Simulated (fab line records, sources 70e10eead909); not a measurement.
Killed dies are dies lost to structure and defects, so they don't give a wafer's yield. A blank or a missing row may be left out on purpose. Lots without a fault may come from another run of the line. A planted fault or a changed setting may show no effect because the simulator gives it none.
A struck lot beside a sound one | flow nand_harc | 15 steps out of a route of 1159
Sound: wafers L420.2, L420.5, L420.6. Struck: wafer L438.3. (L438.2, L438.4 of the same lot were not struck and are left out.) The cause comes at the end.
At each step with rows: each side's tool, then ch and its chambers, then its first start. Under that, the readings that differ: sound wafers | struck wafers | difference of the means | sigmas: that difference in standard deviations of wafers without a fault.
alike: readings whose means differ by less than 2 such deviations, and words and numbers that are the same on both sides. not compared: withheld readings, readings that some wafer has no value for, bounds like >300 that may hide the same value, and numbers for which the record gives no deviation and whose values overlap.
The two part at a step that has a row with sigmas, a row that says differs or no value, or rows on one side only. Numbers that don't overlap but have no deviation are shown without sigmas and don't part them. A reading that every wafer of one side lacks parts them only if that side has two wafers or more.

NHARC_A_CONTACT_ETCH_128: etches the open film in C4F8/O2/Ar, time 155 s, target depth 956 nm.
  sound on har_cap_etch-02 ch 0,1, day 16 22:23; struck on har_cap_etch-02 ch 1, day 20 22:22
  not compared: rf_hours_counter_h, run_length_s
NHARC_A_CONTACT_ETCH_129: etches the open film in C4F8/O2/Ar, time 155 s, target depth 956 nm.
  sound on har_cap_etch-02 ch 0,1, day 16 22:31; struck on har_cap_etch-02 ch 1, day 20 22:30
  not compared: rf_hours_counter_h, run_length_s
NHARC_A_CONTACT_ETCH_130: etches the open film in C4F8/O2/Ar, time 155 s, target depth 956 nm.
  sound on har_cap_etch-02 ch 0,1, day 16 22:40; struck on har_cap_etch-02 ch 1, day 20 22:38
  not compared: rf_hours_counter_h, run_length_s
NHARC_A_CONTACT_ETCH_131: etches the open film in C4F8/O2/Ar, time 155 s, target depth 956 nm.
  sound on har_cap_etch-02 ch 0,1, day 16 22:48; struck on har_cap_etch-02 ch 1, day 20 22:47
  not compared: rf_hours_counter_h, run_length_s
then, 4 steps without rows for these wafers: NHARC_A_CONTACT_ETCH_132 (etches the open film in C4F8/O2/Ar, time 156 s, target depth 958 nm); NHARC_A_CONTACT_ETCH_133 (etches the open film in C4F8/O2/Ar, time 195 s, target depth 840 nm); NHARC_A_CONTACT_ETCH_91 (etches the open film in CH3F/O2, target depth 40 nm, time 85.7 s); NHARC_A_CONTACT_ETCH_97 (etches the open film in C4F6/O2, target depth 20 nm, time 10 s).
NHARC_A_CONTACT_CD_MEAS_80:
  sound on cd_sem-03, day 16 23:56; struck on cd_sem-01, day 20 23:51
  reading    | sound             | struck | difference | sigmas
  cd_nm (nm) | 188.8 188.7 188.6 | 190.2  | +1.5       | +2
then, 3 steps without rows for these wafers: NHARC_A_CONTACT_STRIP_103 (strips in N2/H2); NHARC_A_CONTACT_STRIP_104 (strips in CF4/CHF3); NHARC_A_CONTACT_STRIP_105 (strips in O2/COS).
NHARC_A_CONTACT_ETCH_106: etches the open film in CF4/O2, target depth 60 nm, overetch 6 nm, time 33 s.
  sound on rie_diel-13 ch 0,1,2, day 17 00:28; struck on rie_diel-13 ch 1, day 21 00:08
  reading                | sound                | struck | difference | sigmas
  run_length_s (s)       | 53.6 54.4 54.1       | 51.4   | -2.6       | -7
  throttle_valve_pct (%) | 13.400 13.411 13.407 | 13.386 | -0.020     | -2
  alike: drypump_motor_current_A, oes_product_au, rf_vpp_V, showerhead_plenum_p_Torr
  not compared: rf_hours_counter_h
NHARC_A_CONTACT_STRIP_82: strips in O2.
  sound on rie_diel-13 ch 0,1,3; struck on rie_diel-13 ch 3
  reading                | sound                | struck | difference | sigmas
  throttle_valve_pct (%) | 17.022 17.025 17.021 | 17.051 | +0.028     | +3
  alike: drypump_motor_current_A, oes_product_au, rf_vpp_V, showerhead_plenum_p_Torr
  not compared: rf_hours_counter_h
-- the record jumps here: 3 days lie between the struck wafers' starts before and after (it left off in module A_CONTACT and takes up again in module END, whose first step shown is number 1159 of the route) --
NHARC_END_SORT_01:
  the record has rows for the struck wafers here (prober-01 ch 0, day 23 17:32) and none for the sound ones

WHERE THEY PART
First at NHARC_A_CONTACT_CD_MEAS_80; last, within this record, at NHARC_END_SORT_01.

WHY: what the simulator had put in
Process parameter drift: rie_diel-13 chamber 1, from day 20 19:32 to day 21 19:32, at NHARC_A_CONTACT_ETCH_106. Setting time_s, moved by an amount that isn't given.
